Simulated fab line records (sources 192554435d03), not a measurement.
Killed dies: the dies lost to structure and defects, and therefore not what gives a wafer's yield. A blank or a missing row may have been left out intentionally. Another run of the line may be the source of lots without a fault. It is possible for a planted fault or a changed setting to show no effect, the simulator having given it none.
fab line records + flow n5-finfet
record
- lots=5
- wafers=14
- last-day=17
route steps=1938 shown MOL_CONTACT_COAG@603 BEOL_M4@1111 PASSIVATION@1936
lots untouched by any fault: they come from a run of this same line in which no faults occurred
start-h: the number of hours between the record's first day and the start of the first shown wafer of the lot + wait-h: time in hours since the lot's previous step + " repeats the value in the row above + L1.1+2: one row covering several wafers at once + - either no value or no given start + * or withheld: withheld + < > ~ a bound
route shown NAME@n: a module of which the file shows steps, and the number in the route of the first + usual: mean/standard deviation taken from wafers without a fault + same: alike in all rows + chamber/n: place in a boat + sites: each site's reading + _std_site: their standard deviation + _edge_site: inner sites' mean taken away from outer sites' mean + radius-mm: for every site, how far away it sits from the centre of the wafer + mask NAME#n: copy n + behind: the most recent tool/chamber to have shaped the wafer + hold: what put the lot on hold/how long, in hours/how the hold closed + device: whichever transistor did not switch (one of n, p or np) + end of line: tests of these same wafers at the route's end + a step given without rows: its recipe and nothing more + killed: not the wafer's yield, but the dies lost to structure and defects at the first sort + map: per-die view of a wafer (x killed, . not killed, _ where there is no die)
set.NAME: setting as actually run; set.NAME@STEP: the setting as run at that earlier step + model.NAME: the simulator's own value behind a step, which no gauge read
lots seen at some steps along the route; tables by step, rows by wafer
services: from which hour (start-h, from the record's first day; less than 0 if before it) a tool's chamber was out of use, for how many hours, and why
## steps
# step N5_MOL_CONTACT_COAG_OVL_MEAS_41
# recipe
- points-per-wafer=522
# usual
- VD_OVL=-0.2/0.55
| lot.wafer | tool       | chamber | start-h | wait-h | VD_OVL[nm] |
|-----------|------------|---------|---------|--------|------------|
| L491.2    | overlay-01 | 0       | 105.76  | 0.0    | -0.9       |
| L491.4    | "          | 0       | "       | "      | 0.0        |
| L491.6    | "          | 0       | "       | "      | 0.0        |
| L496.2    | overlay-02 | 0       | 140.14  | 0.0    | -0.2       |
| L496.4    | "          | 0       | "       | "      | -0.2       |
| L496.6    | "          | 0       | "       | "      | 0.5        |
| L497.1    | overlay-02 | 0       | 140.73  | 0.0    | 0.1        |
| L497.4    | "          | 0       | "       | "      | -0.3       |
| L497.6    | "          | 0       | "       | "      | 0.5        |
| L505.2    | overlay-02 | 0       | 190.51  | 0.0    | 0.0        |
| L505.3    | "          | 0       | "       | "      | 0.4        |
| L513.1    | overlay-02 | 0       | 243.92  | 0.0    | 0.7        |
| L513.3    | "          | 0       | "       | "      | 0.1        |
| L513.4    | "          | 0       | "       | "      | 0.0        |
# step N5_MOL_CONTACT_COAG_INSPECT_42
# recipe
- mode=adi
- inspect-instrument=brightfield
# usual
- raw-defect-count=200/54
| lot.wafer | tool              | chamber | start-h | wait-h | raw-defect-count |
|-----------|-------------------|---------|---------|--------|------------------|
| L491.2    | defect-inspect-02 | -       | 105.81  | 0.0    | 133              |
| L491.4    | "                 | -       | "       | "      | 139              |
| L491.6    | "                 | -       | "       | "      | 148              |
| L496.2    | defect-inspect-02 | -       | 140.19  | 0.0    | 185              |
| L496.4    | "                 | -       | "       | "      | 229              |
| L496.6    | "                 | -       | "       | "      | 169              |
| L497.1    | defect-inspect-01 | -       | 140.79  | 0.1    | 226              |
| L497.4    | "                 | -       | "       | "      | 208              |
| L497.6    | "                 | -       | "       | "      | 216              |
| L505.2    | defect-inspect-01 | -       | 190.56  | 0.0    | 165              |
| L505.3    | "                 | -       | "       | "      | 275              |
| L513.1    | defect-inspect-01 | -       | 243.98  | 0.1    | 240              |
| L513.3    | "                 | -       | "       | "      | 186              |
| L513.4    | "                 | -       | "       | "      | 206              |
# step N5_MOL_CONTACT_COAG_DESCUM_45
# recipe
- chemistry=O2
- time-s=7
- source-power-w=50
- bias-power-w=20
- pressure-mtorr=20
- rf-frequency-hz=2.712e+07
- temp-c=40
- resist=CAR-EUV
- o2-flow-sccm=225
# usual
- drypump-motor-current-A=5.6/0.6
- oes-product-au=0.76/0.088
- rf-vpp-V=243.2/1.5
- showerhead-plenum-p-Torr=2.10/0.078
- throttle-valve-pct=20.50/0.28
# same
- time-s=7
| lot.wafer | tool        | chamber | start-h | wait-h | drypump-motor-current-A | oes-product-au | rf-hours-counter-h | rf-vpp-V | showerhead-plenum-p-Torr | throttle-valve-pct |
|-----------|-------------|---------|---------|--------|-------------------------|----------------|--------------------|----------|--------------------------|--------------------|
| L491.2    | rie-diel-05 | 0       | 106.00  | 0.2    | 4.8                     | 0.68           | 214                | 240.9    | 2.00                     | 20.73              |
| L491.4    | "           | 2       | "       | "      | 5.3                     | 0.93           | 19                 | 244.4    | 2.14                     | 20.07              |
| L491.6    | "           | 0       | "       | "      | 4.8                     | 0.69           | -                  | 238.5    | 2.00                     | 20.72              |
| L496.2    | rie-diel-04 | 2       | 140.22  | 0.0    | 5.6                     | 0.67           | 243                | 242.5    | 2.04                     | 20.53              |
| L496.4    | "           | 2       | "       | "      | 5.7                     | 0.67           | -                  | 240.8    | 2.04                     | 20.53              |
| L496.6    | "           | 1       | "       | "      | 5.9                     | 0.70           | -                  | 245.2    | 2.18                     | 21.20              |
| L497.1    | rie-diel-06 | 1       | 140.83  | 0.0    | 4.8                     | 0.71           | 192                | 243.9    | 2.05                     | 20.34              |
| L497.4    | "           | 2       | "       | "      | 5.1                     | 0.82           | 74                 | 245.2    | 2.23                     | 20.24              |
| L497.6    | "           | 3       | "       | "      | 5.9                     | 0.83           | -                  | 243.3    | 2.12                     | 20.39              |
| L505.2    | rie-diel-06 | 0       | 190.62  | 0.1    | 6.2                     | 0.68           | 247                | 242.5    | 2.04                     | 20.79              |
| L505.3    | "           | 1       | "       | "      | 4.8                     | 0.70           | 210                | 243.3    | 2.04                     | 20.39              |
| L513.1    | rie-diel-06 | 1       | 244.10  | 0.1    | 4.8                     | 0.67           | 232                | 241.6    | 2.03                     | 20.44              |
| L513.3    | "           | 3       | "       | "      | 5.9                     | 0.79           | 121                | 242.7    | 2.10                     | 20.44              |
| L513.4    | "           | 0       | "       | "      | 6.2                     | 0.96           | 4                  | 240.4    | 2.04                     | 20.38              |
# step N5_MOL_CONTACT_COAG_ETCH_65
# recipe
- chemistry=N2/H2
- target=underlayer
- target-depth-a=130
- mask-material=CAR-EUV
- time-s=10.4
- ion-energy-ev=200
- pressure-mtorr=30
- source-w=840
- bias-w=150
- n2-flow-sccm=200
- h2-flow-sccm=200
- ends=cleared
# usual
- drypump-motor-current-A=5.6/0.6
- etch-rf-on-time-s=10.30/0.22
- oes-product-au=0.65/0.069
- rf-vpp-V=524.0/2.6
- showerhead-plenum-p-Torr=2.55/0.088
- throttle-valve-pct=17.95/0.25
| lot.wafer | tool        | chamber | start-h | wait-h | drypump-motor-current-A | etch-rf-on-time-s | oes-product-au | rf-hours-counter-h | rf-vpp-V | showerhead-plenum-p-Torr | throttle-valve-pct |
|-----------|-------------|---------|---------|--------|-------------------------|-------------------|----------------|--------------------|----------|--------------------------|--------------------|
| L491.2    | rie-diel-05 | 0       | 106.03  | 0.0    | 4.8                     | 10.01             | 0.61           | 214                | 519.0    | 2.41                     | 18.06              |
| L491.4    | "           | 2       | "       | "      | 5.3                     | 10.50             | 0.77           | 19                 | 526.6    | 2.59                     | 17.39              |
| L491.6    | "           | 0       | "       | "      | 4.8                     | 10.01             | 0.61           | -                  | 520.3    | 2.41                     | 18.08              |
| L496.2    | rie-diel-04 | 2       | 140.26  | 0.0    | 5.7                     | 10.54             | 0.57           | 243                | 521.9    | 2.49                     | 18.04              |
| L496.4    | "           | 2       | "       | "      | 5.7                     | 10.66             | 0.57           | -                  | 521.2    | 2.49                     | 18.02              |
| L496.6    | "           | 1       | "       | "      | 5.9                     | 9.96              | 0.61           | -                  | 527.2    | 2.61                     | 18.38              |
| L497.1    | rie-diel-06 | 1       | 140.86  | 0.0    | 4.8                     | 10.32             | 0.62           | 192                | 522.9    | 2.51                     | 17.90              |
| L497.4    | "           | 2       | "       | "      | 5.1                     | 10.23             | 0.70           | 74                 | 527.9    | 2.69                     | 17.68              |
| L497.6    | "           | 3       | "       | "      | 5.9                     | 10.40             | 0.69           | -                  | 524.2    | 2.58                     | 17.80              |
| L505.2    | rie-diel-06 | 0       | 190.65  | 0.0    | 6.3                     | 10.40             | 0.58           | 247                | 521.4    | 2.51                     | 18.31              |
| L505.3    | "           | 1       | "       | "      | 4.8                     | 10.42             | 0.61           | 210                | 523.2    | 2.50                     | 17.94              |
| L513.1    | rie-diel-06 | 1       | 244.14  | 0.0    | 4.8                     | 10.52             | 0.59           | 232                | 523.7    | 2.49                     | 17.98              |
| L513.3    | "           | 3       | "       | "      | 5.9                     | 10.38             | 0.66           | 121                | 524.4    | 2.56                     | 17.84              |
| L513.4    | "           | 0       | "       | "      | 6.2                     | 10.26             | 0.82           | 4                  | 522.5    | 2.51                     | 17.84              |
# step N5_MOL_CONTACT_COAG_ETCH_66
# recipe
- chemistry=CF4
- target=SiARC
- target-depth-a=130
- mask-material=CAR-EUV
- time-s=21.7
- ion-energy-ev=80
- pressure-mtorr=40
- source-w=545
- bias-w=36
- Ar_flow_sccm=100
- cf4-flow-sccm=100
- ends=cleared
# step N5_MOL_CONTACT_COAG_ALD_133
# recipe
- material=SiO2
- target-thk-a=50
- temp-c=100
- ald-precursor-family=BDEAS
- ald-co-reactant=O2-plasma
- pulse-time-s=1
- co-reactant-pulse-time-s=1
- purge-time-s=2
- co-reactant-purge-time-s=2
- ald-cycles=35
- pressure-torr=2
# usual
- heater-power-w=77/12
- precursor-pulse-height-rel=0.999/0.019
| lot.wafer | tool       | chamber | start-h | wait-h | heater-power-w | precursor-pulse-height-rel |
|-----------|------------|---------|---------|--------|----------------|----------------------------|
| L491.2    | ald-sin-04 | 1       | 106.13  | 0.1    | 67             | 0.979                      |
| L491.4    | "          | 2       | "       | "      | 78             | 1.007                      |
| L491.6    | "          | 3       | "       | "      | 65             | 1.007                      |
| L496.2    | ald-sin-03 | 2       | 140.62  | 0.3    | 79             | 0.983                      |
| L496.4    | "          | 3       | "       | "      | 71             | 0.991                      |
| L496.6    | "          | 0       | "       | "      | 71             | 0.993                      |
| L497.1    | ald-sin-03 | 2       | 141.28  | 0.4    | 78             | 1.003                      |
| L497.4    | "          | 1       | "       | "      | 71             | 1.004                      |
| L497.6    | "          | 0       | "       | "      | 72             | 1.001                      |
| L505.2    | ald-sin-03 | 3       | 190.75  | 0.1    | 70             | 0.943                      |
| L505.3    | "          | 2       | "       | "      | 80             | 0.993                      |
| L513.1    | ald-sin-03 | 0       | 244.24  | 0.1    | 75             | 0.995                      |
| L513.3    | "          | 3       | "       | "      | 70             | 1.008                      |
| L513.4    | "          | 1       | "       | "      | 70             | 1.008                      |
# step N5_MOL_CONTACT_COAG_ETCHBACK_134
# recipe
- chemistry=CHF3
- target=SiO2
- target-depth-a=100
- time-s=6.7
- ion-energy-ev=200
- pressure-mtorr=30
- source-w=610
- bias-w=170
- Ar_flow_sccm=200
- CHF3_flow_sccm=50
# usual
- drypump-motor-current-A=5.7/0.58
- oes-product-au=0.80/0.11
- rf-vpp-V=532/13
- showerhead-plenum-p-Torr=2.39/0.084
- throttle-valve-pct=18.8/0.33
# same
- time-s=6.7
| lot.wafer | tool        | chamber | start-h | wait-h | drypump-motor-current-A | oes-product-au | rf-hours-counter-h | rf-vpp-V | showerhead-plenum-p-Torr | throttle-valve-pct |
|-----------|-------------|---------|---------|--------|-------------------------|----------------|--------------------|----------|--------------------------|--------------------|
| L491.2    | rie-diel-05 | 1       | 106.34  | 0.1    | 5.4                     | 0.69           | 226                | 526      | 2.25                     | 19.1               |
| L491.4    | "           | 0       | "       | "      | 4.8                     | 0.70           | 214                | 528      | 2.28                     | 19.0               |
| L491.6    | "           | 2       | "       | "      | 5.3                     | 0.92           | -                  | 520      | 2.40                     | 18.1               |
| L496.2    | rie-diel-04 | 1       | 140.80  | 0.1    | 5.9                     | 0.71           | 221                | 513      | 2.46                     | 19.4               |
| L496.4    | "           | 3       | "       | "      | 6.2                     | 0.78           | -                  | 539      | 2.33                     | 19.1               |
| L496.6    | "           | 2       | "       | "      | 5.7                     | 0.66           | -                  | 543      | 2.32                     | 18.8               |
| L497.1    | rie-diel-06 | 3       | 141.46  | 0.1    | 5.9                     | 0.81           | 81                 | 548      | 2.40                     | 18.7               |
| L497.4    | "           | 1       | "       | "      | 4.8                     | 0.71           | 192                | 508      | 2.35                     | 18.8               |
| L497.6    | "           | 3       | "       | "      | 5.9                     | 0.82           | -                  | 550      | 2.40                     | 18.7               |
| L505.2    | rie-diel-05 | 0       | 191.04  | 0.2    | 4.8                     | 0.69           | 246                | 527      | 2.27                     | 19.1               |
| L505.3    | "           | 1       | "       | "      | 5.3                     | 1.00           | 1                  | 535      | 2.52                     | 18.7               |
| L513.1    | rie-diel-06 | 2       | 244.62  | 0.3    | 5.1                     | 0.77           | 113                | 541      | 2.52                     | 18.6               |
| L513.3    | "           | 0       | "       | "      | 6.2                     | 0.97           | 4                  | 514      | 2.33                     | 18.7               |
| L513.4    | "           | 1       | "       | "      | 4.8                     | 0.68           | 232                | 508      | 2.33                     | 18.9               |
# step N5_MOL_CONTACT_COAG_ETCH_67
# recipe
- chemistry=N2/H2
- target=SOC
- target-depth-a=600
- overetch-a=210
- mask-material=SiARC
- temp-c=40
- time-s=101.2
- ion-energy-ev=200
- pressure-mtorr=30
- source-w=840
- bias-w=150
- n2-flow-sccm=200
- h2-flow-sccm=200
# usual
- drypump-motor-current-A=5.7/0.58
- oes-product-au=0.67/0.086
- rf-vpp-V=524.5/2.7
- showerhead-plenum-p-Torr=2.56/0.094
- throttle-valve-pct=17.90/0.28
# same
- time-s=101.2
| lot.wafer | tool        | chamber | start-h | wait-h | drypump-motor-current-A | oes-product-au | rf-hours-counter-h | rf-vpp-V | showerhead-plenum-p-Torr | throttle-valve-pct |
|-----------|-------------|---------|---------|--------|-------------------------|----------------|--------------------|----------|--------------------------|--------------------|
| L491.2    | rie-diel-05 | 1       | 106.38  | 0.0    | 5.3                     | 0.58           | 226                | 519.7    | 2.41                     | 18.29              |
| L491.4    | "           | 0       | "       | "      | 4.8                     | 0.59           | 214                | 519.8    | 2.41                     | 18.03              |
| L491.6    | "           | 2       | "       | "      | 5.3                     | 0.76           | -                  | 528.0    | 2.59                     | 17.34              |
| L496.2    | rie-diel-04 | 1       | 140.83  | 0.0    | 5.9                     | 0.59           | 221                | 527.4    | 2.61                     | 18.34              |
| L496.4    | "           | 3       | "       | "      | 6.2                     | 0.66           | -                  | 522.0    | 2.45                     | 18.12              |
| L496.6    | "           | 2       | "       | "      | 5.7                     | 0.57           | -                  | 522.1    | 2.49                     | 18.01              |
| L497.1    | rie-diel-06 | 3       | 141.49  | 0.0    | 5.9                     | 0.68           | 81                 | 525.0    | 2.58                     | 17.75              |
| L497.4    | "           | 1       | "       | "      | 4.8                     | 0.60           | 192                | 522.5    | 2.51                     | 17.86              |
| L497.6    | "           | 3       | "       | "      | 5.9                     | 0.68           | -                  | 525.0    | 2.58                     | 17.77              |
| L505.2    | rie-diel-05 | 0       | 191.07  | 0.0    | 4.8                     | 0.57           | 246                | 519.7    | 2.40                     | 18.08              |
| L505.3    | "           | 1       | "       | "      | 5.3                     | 0.82           | 1                  | 528.4    | 2.72                     | 17.92              |
| L513.1    | rie-diel-06 | 2       | 244.65  | 0.0    | 5.1                     | 0.65           | 113                | 526.9    | 2.68                     | 17.71              |
| L513.3    | "           | 0       | "       | "      | 6.3                     | 0.80           | 4                  | 521.6    | 2.51                     | 17.82              |
| L513.4    | "           | 1       | "       | "      | 4.8                     | 0.58           | 232                | 521.7    | 2.49                     | 17.95              |
# step N5_MOL_CONTACT_COAG_STRIP_68
# recipe
- chemistry=N2/H2
- temp-c=40
- n2-flow-sccm=200
- h2-flow-sccm=200
- rf-frequency-hz=6e+07
# step N5_MOL_CONTACT_COAG_STRIP_69
# recipe
- chemistry=N2/H2
- temp-c=40
- n2-flow-sccm=200
- h2-flow-sccm=200
- rf-frequency-hz=6e+07
# step N5_MOL_CONTACT_COAG_ETCHBACK_136
# recipe
- chemistry=CHF3
- target=SiO2
- target-depth-a=250
- time-s=16.7
- ion-energy-ev=200
- pressure-mtorr=30
- source-w=610
- bias-w=170
- Ar_flow_sccm=200
- CHF3_flow_sccm=50
# step N5_MOL_CONTACT_COAG_STRIP_120
# recipe
- chemistry=CHF3
- resist=SiARC
- rf-frequency-hz=6e+07
# step N5_MOL_CONTACT_COAG_VIA_ETCH_117
# recipe
- chemistry=C4F6/O2
- target-depth-a=400
- overetch-a=80
- mask-material=SOC
- target=SiO2
- bias-w=455
- pressure-mtorr=10
- time-s=26
- source-w=325
- Ar_flow_sccm=300
- C4F6_flow_sccm=10
- O2_flow_sccm=10
- ion-energy-ev=575.3
- ends=end-point
# usual
- drypump-motor-current-A=5.7/0.58
- oes-product-au=0.71/0.088
- rf-vpp-V=1608/36
- showerhead-plenum-p-Torr=2.85/0.1
- throttle-valve-pct=41.1/0.6
| lot.wafer | tool        | chamber | start-h | wait-h | drypump-motor-current-A | oes-product-au | rf-hours-counter-h | rf-vpp-V | showerhead-plenum-p-Torr | throttle-valve-pct | model.SOC_of_MOL_CONTACT_COAG_COAT_62.thk-nm |
|-----------|-------------|---------|---------|--------|-------------------------|----------------|--------------------|----------|--------------------------|--------------------|----------------------------------------------|
| L491.2    | rie-diel-05 | 1       | 106.50  | 0.0    | 5.3                     | 0.62           | 226                | 1589     | 2.68                     | 41.0               | 51.8                                         |
| L491.4    | "           | 0       | "       | "      | 4.8                     | 0.62           | 214                | 1599     | 2.72                     | 41.4               | 51.2                                         |
| L491.6    | "           | 2       | "       | "      | 5.3                     | 0.81           | -                  | 1577     | 2.85                     | 40.5               | 51.6                                         |
| L496.2    | rie-diel-04 | 1       | 140.96  | 0.0    | 5.9                     | 0.62           | 221                | 1556     | 2.94                     | 42.4               | 51.2                                         |
| L496.4    | "           | 3       | "       | "      | 6.2                     | 0.71           | -                  | 1625     | 2.78                     | 41.8               | 51.4                                         |
| L496.6    | "           | 2       | "       | "      | 5.7                     | 0.61           | -                  | 1632     | 2.75                     | 40.4               | 51.6                                         |
| L497.1    | rie-diel-06 | 3       | 141.61  | 0.0    | 5.9                     | 0.73           | 81                 | 1651     | 2.86                     | 40.7               | 51.4                                         |
| L497.4    | "           | 1       | "       | "      | 4.8                     | 0.65           | 192                | 1541     | 2.80                     | 40.7               | 51.6                                         |
| L497.6    | "           | 3       | "       | "      | 5.9                     | 0.72           | -                  | 1652     | 2.86                     | 40.7               | 51.4                                         |
| L505.2    | rie-diel-05 | 0       | 191.20  | 0.0    | 4.8                     | 0.60           | 246                | 1597     | 2.71                     | 41.4               | 51.2                                         |
| L505.3    | "           | 1       | "       | "      | 5.3                     | 0.85           | 1                  | 1616     | 3.00                     | 40.9               | 49.4                                         |
| L513.1    | rie-diel-06 | 2       | 244.77  | 0.0    | 5.1                     | 0.68           | 113                | 1636     | 3.01                     | 41.2               | 51.4                                         |
| L513.3    | "           | 0       | "       | "      | 6.2                     | 0.85           | 4                  | 1555     | 2.78                     | 41.0               | 51.2                                         |
| L513.4    | "           | 1       | "       | "      | 4.8                     | 0.62           | 232                | 1538     | 2.78                     | 40.7               | 51.6                                         |
# step N5_MOL_CONTACT_COAG_ETCH_124
# recipe
- chemistry=CH3F/O2
- target=SiNx
- target-depth-a=65
- mask-material=SOC
- stop-on=SiOC
- over-etch-frac=0.3
- ion-energy-ev=120
- pressure-mtorr=30
- source-w=395
- bias-w=73
- Ar_flow_sccm=150
- CH3F_flow_sccm=30
- O2_flow_sccm=20
- ends=end-point
# step N5_MOL_CONTACT_COAG_ETCH_48
# recipe
- chemistry=C4F6/O2
- target-depth-a=150
- overetch-a=45
- mask-material=SOC
- target=SiOC
- bias-w=465
- pressure-mtorr=10
- time-s=17
- source-w=335
- Ar_flow_sccm=300
- C4F6_flow_sccm=10
- O2_flow_sccm=10
- ion-energy-ev=576
# usual
- drypump-motor-current-A=5.7/0.58
- oes-product-au=0.67/0.097
- rf-vpp-V=1610/36
- showerhead-plenum-p-Torr=2.85/0.1
- throttle-valve-pct=40.6/0.58
# same
- time-s=17
| lot.wafer | tool        | chamber | start-h | wait-h | drypump-motor-current-A | oes-product-au | rf-hours-counter-h | rf-vpp-V | showerhead-plenum-p-Torr | throttle-valve-pct | model.SOC_of_MOL_CONTACT_COAG_COAT_62.thk-nm |
|-----------|-------------|---------|---------|--------|-------------------------|----------------|--------------------|----------|--------------------------|--------------------|----------------------------------------------|
| L491.2    | rie-diel-05 | 1       | 106.57  | 0.0    | 5.3                     | 0.63           | 226                | 1592     | 2.68                     | 40.6               | 46                                           |
| L491.4    | "           | 0       | "       | "      | 4.8                     | 0.59           | 214                | 1599     | 2.72                     | 41.0               | 45.2                                         |
| L491.6    | "           | 2       | "       | "      | 5.3                     | 0.79           | -                  | 1580     | 2.85                     | 40.0               | 45.8                                         |
| L496.2    | rie-diel-04 | 1       | 141.02  | 0.0    | 5.9                     | 0.58           | 221                | 1557     | 2.94                     | 41.9               | 45.4                                         |
| L496.4    | "           | 3       | "       | "      | 6.2                     | 0.62           | -                  | 1626     | 2.78                     | 41.3               | 45.6                                         |
| L496.6    | "           | 2       | "       | "      | 5.7                     | 0.55           | -                  | 1637     | 2.75                     | 39.9               | 45.8                                         |
| L497.1    | rie-diel-06 | 3       | 141.68  | 0.0    | 5.9                     | 0.69           | 81                 | 1653     | 2.86                     | 40.3               | 45.6                                         |
| L497.4    | "           | 1       | "       | "      | 4.8                     | 0.62           | 193                | 1543     | 2.80                     | 40.3               | 45.8                                         |
| L497.6    | "           | 3       | "       | "      | 5.9                     | 0.60           | -                  | 1653     | 2.86                     | 40.3               | 45.6                                         |
| L505.2    | rie-diel-05 | 0       | 191.26  | 0.0    | 4.8                     | 0.58           | 246                | 1599     | 2.71                     | 41.0               | 45.2                                         |
| L505.3    | "           | 1       | "       | "      | 5.4                     | 0.78           | 1                  | 1618     | 3.00                     | 40.5               | 43.4                                         |
| L513.1    | rie-diel-06 | 2       | 244.84  | 0.0    | 5.1                     | 0.61           | 113                | 1638     | 3.01                     | 40.7               | 45.6                                         |
| L513.3    | "           | 0       | "       | "      | 6.3                     | 0.82           | 4                  | 1557     | 2.78                     | 40.6               | 45.4                                         |
| L513.4    | "           | 1       | "       | "      | 4.8                     | 0.58           | 232                | 1542     | 2.78                     | 40.3               | 46                                           |
# step N5_MOL_CONTACT_COAG_STRIP_72
# recipe
- chemistry=N2/H2
- power-w=450
- temp-c=40
- pressure-mtorr=20
- rf-frequency-hz=6e+07
- overash-fraction=3
- bias-power-w=7
- h2-frac=0.5
- n2-flow-sccm=200
- h2-flow-sccm=200
# step N5_BEOL_M4_RC_MEAS_101
# usual
- DIBL_N=36.8/2.2
- DIBL_P=37.0/2.8
- IOFF_N=0.18/0.043
- IOFF_P=0.23/0.05
- ION_N=680/14
- ION_P=466/9.1
- SS_N=71.7/0.74
- SS_P=73.5/0.79
- VT_N=248/4
- VT_P=-249/4.1
| lot.wafer | tool      | chamber | start-h | wait-h | DIBL_N[mV/V] | DIBL_P[mV/V] | IOFF_N[nA/um] | IOFF_P[nA/um] | ION_N[uA/um] | ION_P[uA/um] | SS_N[mV/dec] | SS_P[mV/dec] | VT_N[mV] | VT_P[mV] |
|-----------|-----------|---------|---------|--------|--------------|--------------|---------------|---------------|--------------|--------------|--------------|--------------|----------|----------|
| L491.2    | prober-02 | 0       | 177.73  | 0.2    | 40.2         | 40.4         | 0.23          | 0.26          | 689          | 467          | 72.2         | 74.0         | 244      | -250     |
| L491.4    | "         | 0       | "       | "      | 39.7         | 40.0         | 0.22          | 0.25          | 684          | 464          | 72.6         | 74.9         | 245      | -251     |
| L491.6    | "         | 0       | "       | "      | 36.5         | 35.5         | 0.14          | 0.19          | 670          | 459          | 70.8         | 73.4         | 248      | -252     |
| L497.1    | prober-02 | 0       | 203.33  | 0.0    | 37.4         | 36.4         | 0.17          | 0.24          | 682          | 468          | 72.3         | 73.7         | 250      | -248     |
| L497.4    | "         | 0       | "       | "      | 37.2         | 36.4         | 0.16          | 0.23          | 680          | 468          | 71.4         | 73.6         | 247      | -246     |
| L497.6    | "         | 0       | "       | "      | 34.5         | 33.6         | 0.12          | 0.18          | 671          | 466          | 71.1         | 72.3         | 253      | -253     |
| L496.2    | prober-02 | 0       | 205.30  | 0.2    | 34.9         | 32.8         | 0.12          | 0.16          | 645          | 446          | 71.9         | 72.7         | 257      | -255     |
| L496.4    | "         | 0       | "       | "      | 37.9         | 36.0         | 0.17          | 0.20          | 670          | 459          | 72.4         | 73.5         | 252      | -255     |
| L496.6    | "         | 0       | "       | "      | 37.1         | 35.9         | 0.17          | 0.21          | 683          | 466          | 71.9         | 73.4         | 248      | -250     |
| L505.2    | prober-01 | 0       | 253.41  | 0.2    | 35.7         | 34.7         | 0.15          | 0.23          | 674          | 467          | 71.0         | 73.3         | 250      | -249     |
| L505.3    | "         | 0       | "       | "      | 36.2         | 35.9         | 0.16          | 0.24          | 673          | 468          | 71.7         | 73.4         | 249      | -247     |
| L513.1    | prober-02 | 0       | 298.90  | 0.0    | 37.5         | 38.4         | 0.21          | 0.27          | 689          | 477          | 72.1         | 73.1         | 244      | -242     |
| L513.3    | "         | 0       | "       | "      | 35.7         | 37.0         | 0.18          | 0.24          | 687          | 477          | 71.6         | 73.1         | 244      | -246     |
| L513.4    | "         | 0       | "       | "      | 34.9         | 34.6         | 0.16          | 0.20          | 671          | 465          | 71.3         | 73.1         | 247      | -249     |
# step N5_PASSIVATION_PROBE_49
# usual
- defect-limited-yield=91.4/1.5
- killed_at_M0_to_M3=36/11
- killed_at_M4_up=14/6
- killed-at-contacts=11/6
- killed-at-front-end=37/11
- killed-at-other=4/3.4
- killed-dies=102/18
- killed-on-rim=13/3.5
- killed-open=66/13
- killed-short=34/7.8
- sort_bin_4_leakage=0.00/0.017
- sort_bin_5_function=5.0/0.97
- sort_bin_6_memory=3.2/0.7
- sort-n-pass=1078/19
- sort-yield-pct=91.3/1.6
# same
- gross-dies=1180
- killed-at-back-side=0
- sort_bin_8_speed[%]=0
| lot.wafer | tool      | chamber | start-h | wait-h | defect-limited-yield[%] | killed_at_M0_to_M3 | killed_at_M4_up | killed-at-contacts | killed-at-front-end | killed-at-other | killed-dies | killed-on-rim | killed-open | killed-short | sort_bin_4_leakage[%] | sort_bin_5_function[%] | sort_bin_6_memory[%] | sort-n-pass | sort-yield-pct[%] |
|-----------|-----------|---------|---------|--------|-------------------------|--------------------|-----------------|--------------------|---------------------|-----------------|-------------|---------------|-------------|--------------|-----------------------|------------------------|----------------------|-------------|-------------------|
| L505.2    | prober-02 | -       | 352.99  | 0.1    | 91.1                    | 35                 | 17              | 10                 | 37                  | 6               | 105         | 13            | 67          | 38           | 0                     | 5.4                    | 3.2                  | 1075        | 91.1              |
| L505.3    | prober-02 | -       | 353.04  | 0.1    | 91.9                    | 43                 | 10              | 9                  | 31                  | 3               | 96          | 9             | 62          | 33           | 0                     | 4.4                    | 3.6                  | 1084        | 91.9              |
# killed by level:class
L505.2 BEOL_M0_SAQP:geometric-particle:short=11 STI_FIN_REVEAL:geometric-particle:open=10 MOL_CONTACT_COAG:geometric-particle:open=8 BEOL_M4:geometric-particle:open=8 BEOL_M0_SAQP:geometric-particle:open=7 BEOL_M3:geometric-particle:open=7 FIN_SAQP:geometric-particle:open=5 STI_FIN_REVEAL:geometric-particle:short=5
L505.3 BEOL_M0_SAQP:geometric-particle:open=12 FIN_SAQP:geometric-particle:short=10 FIN_SAQP:geometric-particle:open=8 MOL_CONTACT_COAG:geometric-particle:open=6 BEOL_M0_SAQP:geometric-particle:short=6 BEOL_M2:geometric-particle:open=6 BEOL_M3:geometric-particle:open=6 BEOL_M2:geometric-particle:short=5
## services
| tool        | chamber | start-h | hours | kind                          |
|-------------|---------|---------|-------|-------------------------------|
| rie-diel-05 | 3       | 133.54  | -     | clean                         |
| rie-diel-05 | 3       | 133.54  | -     | consumable-replace:focus-ring |
| rie-diel-05 | 3       | 133.54  | 18.2  | scheduled-down                |
| rie-diel-05 | 3       | 133.54  | 18.2  | vent-cycle                    |
| rie-diel-04 | 0       | 138.65  | 5.3   | repair                        |
| ald-sin-04  | 0       | 141.81  | 9.5   | repair                        |
| rie-diel-06 | 0       | 147.08  | 5.7   | repair                        |
| rie-diel-05 | 1       | 170.15  | -     | clean                         |
| rie-diel-05 | 1       | 170.15  | -     | consumable-replace:focus-ring |
| rie-diel-05 | 1       | 170.15  | -     | consumable-replace:showerhead |
| rie-diel-05 | 1       | 170.15  | 17.4  | scheduled-down                |
| rie-diel-05 | 1       | 170.15  | 17.4  | vent-cycle                    |
| ald-sin-03  | -       | 176.75  | 14.0  | pm                            |
| rie-diel-06 | 0       | 197.25  | -     | clean                         |
| rie-diel-06 | 0       | 197.25  | -     | consumable-replace:focus-ring |
| rie-diel-06 | 0       | 197.25  | 35.3  | scheduled-down                |
| rie-diel-06 | 0       | 197.25  | 35.3  | vent-cycle                    |
| rie-diel-05 | 0       | 200.40  | -     | clean                         |
| rie-diel-05 | 0       | 200.40  | -     | consumable-replace:focus-ring |
| rie-diel-05 | 0       | 200.40  | -     | consumable-replace:showerhead |
| ald-sin-03  | 0       | 207.35  | 4.5   | repair                        |
| ald-sin-03  | 0       | 219.36  | 18.2  | repair                        |
| rie-diel-04 | 1       | 235.62  | 8.8   | repair                        |
| rie-diel-05 | 3       | 239.05  | 115.1 | repair                        |
## key
first-sign none at tools or gauges
model-effect
- step=N5_MOL_CONTACT_COAG_VIA_ETCH_117
- value=SOC_of_MOL_CONTACT_COAG_COAT_62.thk-nm
- without=51.2
- struck=49.4
model-effect
- step=N5_MOL_CONTACT_COAG_ETCH_48
- value=SOC_of_MOL_CONTACT_COAG_COAT_62.thk-nm
- without=45.2
- struck=43.4
met-at N5_MOL_CONTACT_COAG_VIA_ETCH_117
struck-wafers L505.3
onset-between 106.50 191.20
fault
- kind=process-parameter-drift
- tool=rie-diel-05
- chamber=-
- onset-h=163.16
- steps=N5_MOL_CONTACT_COAG_VIA_ETCH_117
- channel=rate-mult
- offset=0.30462
- shape=step
- end-h=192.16
- scope=struck-wafers-only
